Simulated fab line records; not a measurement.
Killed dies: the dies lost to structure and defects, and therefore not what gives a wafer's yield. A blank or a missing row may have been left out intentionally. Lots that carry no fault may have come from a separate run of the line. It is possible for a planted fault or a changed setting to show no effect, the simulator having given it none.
Which tool is to blame? + flow nand harc + Sampling: 21 lots, 63 wafers, 3 of 1302 route steps

WHAT THE GAUGES SHOWED, per wafer
NHARC_A_CHANNEL_HOLE_D2_INSPECT_12. Usual: raw defect count reads 30 (standard deviation 22).
| lot  | measured     | on                | raw defect count | flag |
|------|--------------|-------------------|------------------|------|
| L075 | day 13 08:17 | defect inspect-02 | 5 5 6            |      |
| L074 | day 13 07:46 | defect inspect-02 | 61 67 60         |      |
| L076 | day 13 17:16 | defect inspect-02 | 5 7 5            |      |
| L077 | day 14 07:13 | defect inspect-02 | 6 2 4            |      |
| L078 | day 14 18:25 | defect inspect-01 | 10 7 8           |      |
| L079 | day 14 18:42 | defect inspect-01 | 41 60 47         |      |
| L081 | day 15 16:01 | defect inspect-01 | 51 52 60         |      |
| L080 | day 15 17:07 | defect inspect-02 | 7 10 13          |      |
| L082 | day 17 00:58 | defect inspect-02 | 48 59 68         |      |
| L083 | day 17 02:28 | defect inspect-02 | 7 11 8           |      |
| L084 | day 17 05:39 | defect inspect-02 | 7 10 9           |      |
| L086 | day 18 11:14 | defect inspect-02 | 56 56 52         |      |
| L087 | day 19 00:10 | defect inspect-02 | 7 11 17          |      |
| L088 | day 19 00:21 | defect inspect-01 | 52 62 72         |      |
| L089 | day 19 02:10 | defect inspect-02 | 50 59 59         |      |
| L090 | day 19 16:19 | defect inspect-02 | 51 63 40         |      |
| L091 | day 20 07:11 | defect inspect-02 | 49 56 53         |      |
| L092 | day 20 20:25 | defect inspect-01 | 63 48 43         |      |
| L094 | day 21 07:31 | defect inspect-01 | 22 25 23         |      |
| L095 | day 22 00:22 | defect inspect-01 | 24 27 25         |      |
| L096 | day 22 10:02 | defect inspect-01 | 8 9 4            |      |

WHAT TOOL EACH LOT RAN ON (gives the tool, then ch and the chambers of the sampled wafers, and finally the start)
| lot  | NHARC_A_CHANNEL_FILL_D1_ALD_25   | NHARC_A_DECK1_JOINT_ETCHBACK_00  |
|------|----------------------------------|----------------------------------|
| L075 | ald hk-04 ch 1,2,3, day 10 17:44 | rie si-02 ch 0,1,3, day 11 16:14 |
| L074 | ald hk-01 ch 1,3, day 10 17:46   | rie si-05 ch 0,3, day 11 16:11   |
| L076 | ald hk-04 ch 0,1, day 11 04:44   | rie si-05 ch 0,1, day 12 03:10   |
| L077 | ald hk-03 ch 0,1,3, day 11 18:44 | rie si-05 ch 0,2, day 12 16:03   |
| L078 | ald hk-01 ch 1,2,3, day 12 03:40 | rie si-02 ch 1,3, day 13 01:54   |
| L079 | ald hk-03 ch 0,1,2, day 12 04:52 | rie si-04 ch 0,1, day 13 01:53   |
| L081 | ald hk-03 ch 0,1,3, day 13 00:00 | rie si-02 ch 0,2, day 13 22:37   |
| L080 | ald hk-01 ch 0,1,2, day 13 02:28 | rie si-05 ch 2,3, day 14 02:08   |
| L082 | ald hk-03 ch 0,1, day 14 07:46   | rie si-05 ch 0,2,3, day 15 06:05 |
| L083 | ald hk-04 ch 0,1, day 14 07:47   | rie si-02 ch 2,3, day 15 06:05   |
| L084 | ald hk-04 ch 0,1,2, day 14 17:07 | rie si-04 ch 0,1,3, day 15 15:49 |
| L086 | ald hk-01 ch 0,3, day 15 16:02   | rie si-04 ch 0,1,2, day 16 16:32 |
| L087 | ald hk-01 ch 0,1, day 16 07:20   | rie si-02 ch 0,3, day 17 05:38   |
| L088 | ald hk-04 ch 0,1,3, day 16 09:10 | rie si-04 ch 0,1, day 17 05:38   |
| L089 | ald hk-01 ch 0,1,2, day 16 11:38 | rie si-04 ch 0,1,3, day 17 09:29 |
| L090 | ald hk-04 ch 0,1, day 17 00:05   | rie si-05 ch 0,1, day 17 22:37   |
| L091 | ald hk-01 ch 0,1,2, day 17 13:46 | rie si-05 ch 2,3, day 18 12:48   |
| L092 | ald hk-04 ch 1,2,3, day 18 00:45 | rie si-02 ch 0,1, day 18 22:12   |
| L094 | ald hk-04 ch 0,2, day 18 17:19   | rie si-05 ch 0,1,2, day 19 14:56 |
| L095 | ald hk-01 ch 0,1,2, day 19 05:21 | rie si-05 ch 0,1,3, day 20 03:42 |
| L096 | ald hk-01 ch 1,2,3, day 19 09:41 | rie si-05 ch 0,2,3, day 20 08:07 |
- NHARC_A_CHANNEL_FILL_D1_ALD_25: deposits SiOx, target thk 60 nm, pulse time 10 s, ald cycles 600.
- NHARC_A_DECK1_JOINT_ETCHBACK_00: etches the open film in HBr, target depth 30 nm, time 17.4 s.

WHAT THE TOOLS THEMSELVES READ (means of the sampled wafers that have a number; where no wafer has one, the mark that the record gives instead)
NHARC_A_CHANNEL_FILL_D1_ALD_25. Usual: heater power w 451 W, standard deviation 38; precursor pulse height rel 1.000, standard deviation 0.02.
| lot  | tool      | heater power w (W) | precursor pulse height rel | flag |
|------|-----------|--------------------|----------------------------|------|
| L075 | ald hk-04 | 438                | 0.990                      |      |
| L074 | ald hk-01 | 407                | 0.991                      |      |
| L076 | ald hk-04 | 473                | 0.992                      |      |
| L077 | ald hk-03 | 462                | 1.011                      |      |
| L078 | ald hk-01 | 413                | 0.999                      |      |
| L079 | ald hk-03 | 475                | 1.010                      |      |
| L081 | ald hk-03 | 461                | 1.026                      |      |
| L080 | ald hk-01 | 443                | 0.980                      |      |
| L082 | ald hk-03 | 487                | 0.976                      |      |
| L083 | ald hk-04 | 476                | 0.997                      |      |
| L084 | ald hk-04 | 452                | 1.003                      |      |
| L086 | ald hk-01 | 484                | 0.988                      |      |
| L087 | ald hk-01 | 482                | 0.987                      |      |
| L088 | ald hk-04 | 455                | 1.015                      |      |
| L089 | ald hk-01 | 448                | 1.008                      |      |
| L090 | ald hk-04 | 432                | 1.011                      |      |
| L091 | ald hk-01 | 453                | 0.994                      |      |
| L092 | ald hk-04 | 432                | 0.997                      |      |
| L094 | ald hk-04 | 494                | 0.994                      |      |
| L095 | ald hk-01 | 452                | 1.000                      |      |
| L096 | ald hk-01 | 435                | 1.010                      |      |

NHARC_A_DECK1_JOINT_ETCHBACK_00. Usual: bias w 60.01 W, standard deviation 0.15; drypump motor current A 5.8 A, standard deviation 0.41; oes product au 0.998 a.u., standard deviation 0.0099; rf fwd power W 343.2 W, standard deviation 1.9; throttle valve pct 23.267 %, standard deviation 0.0093.
| lot  | tool      | bias w (W) | drypump motor current A (A) | oes product au (a.u.) | rf fwd power W (W) | throttle valve pct (%) | flag |
|------|-----------|------------|-----------------------------|-----------------------|--------------------|------------------------|------|
| L075 | rie si-02 | 60.03      | 5.6                         | 0.990                 | 344.5              | 23.261                 |      |
| L074 | rie si-05 | 60.05      | 5.8                         | 0.993                 | 343.4              | 23.266                 |      |
| L076 | rie si-05 | 60.02      | 6.2                         | 0.994                 | 344.1              | 23.265                 |      |
| L077 | rie si-05 | 60.07      | 5.9                         | 0.999                 | 343.1              | 23.267                 |      |
| L078 | rie si-02 | 60.04      | 5.6                         | 0.999                 | 345.4              | 23.278                 |      |
| L079 | rie si-04 | 60.08      | 6.4                         | 0.990                 | 345.4              | 23.262                 |      |
| L081 | rie si-02 | 59.69      | 5.2                         | 0.997                 | 341.2              | 23.264                 |      |
| L080 | rie si-05 | 60.01      | 5.6                         | 0.981                 | 343.6              | 23.273                 |      |
| L082 | rie si-05 | 60.04      | 5.8                         | 1.002                 | 342.5              | 23.269                 |      |
| L083 | rie si-02 | 60.25      | 5.1                         | 0.994                 | 341.5              | 23.254                 |      |
| L084 | rie si-04 | 59.97      | 6.1                         | 0.998                 | 344.9              | 23.270                 |      |
| L086 | rie si-04 | 60.01      | 6.2                         | 1.003                 | 343.4              | 23.263                 |      |
| L087 | rie si-02 | 59.95      | 5.6                         | 0.997                 | 344.9              | 23.258                 |      |
| L088 | rie si-04 | 60.04      | 6.2                         | 1.006                 | 344.1              | 23.267                 |      |
| L089 | rie si-04 | 60.06      | 6.1                         | 0.992                 | 342.5              | 23.269                 |      |
| L090 | rie si-05 | 60.01      | 6.2                         | 1.008                 | 343.6              | 23.265                 |      |
| L091 | rie si-05 | 60.08      | 5.7                         | 0.999                 | 341.1              | 23.270                 |      |
| L092 | rie si-02 | 60.04      | 5.6                         | 1.000                 | 343.8              | 23.278                 |      |
| L094 | rie si-05 | 60.03      | 6.0                         | 1.006                 | 343.9              | 23.266                 |      |
| L095 | rie si-05 | 59.84      | 6.0                         | 1.001                 | 344.2              | 23.272                 |      |
| L096 | rie si-05 | 60.04      | 5.8                         | 1.004                 | 343.6              | 23.267                 |      |

THE ANSWER, worked out from the rows above alone
Rule: take the mean of a lot's wafers that have a number; if it is more than 3 standard deviations from the usual mean, the lot is off. Also off: a lot with no number at a reading for which 4 or more lots have one. The other lots that the step has rows for count as sound. After the gauges, taken in route order, come the tools' own readings; for these a lot's mean is taken, as printed above. The first step at which some lot is off is used, and at that step the reading that is off furthest; a lot without a number counts as furthest.
Across all readings shown, no lot is off: no conclusion can be drawn from this.

WHAT THE SIMULATOR HAD PUT IN
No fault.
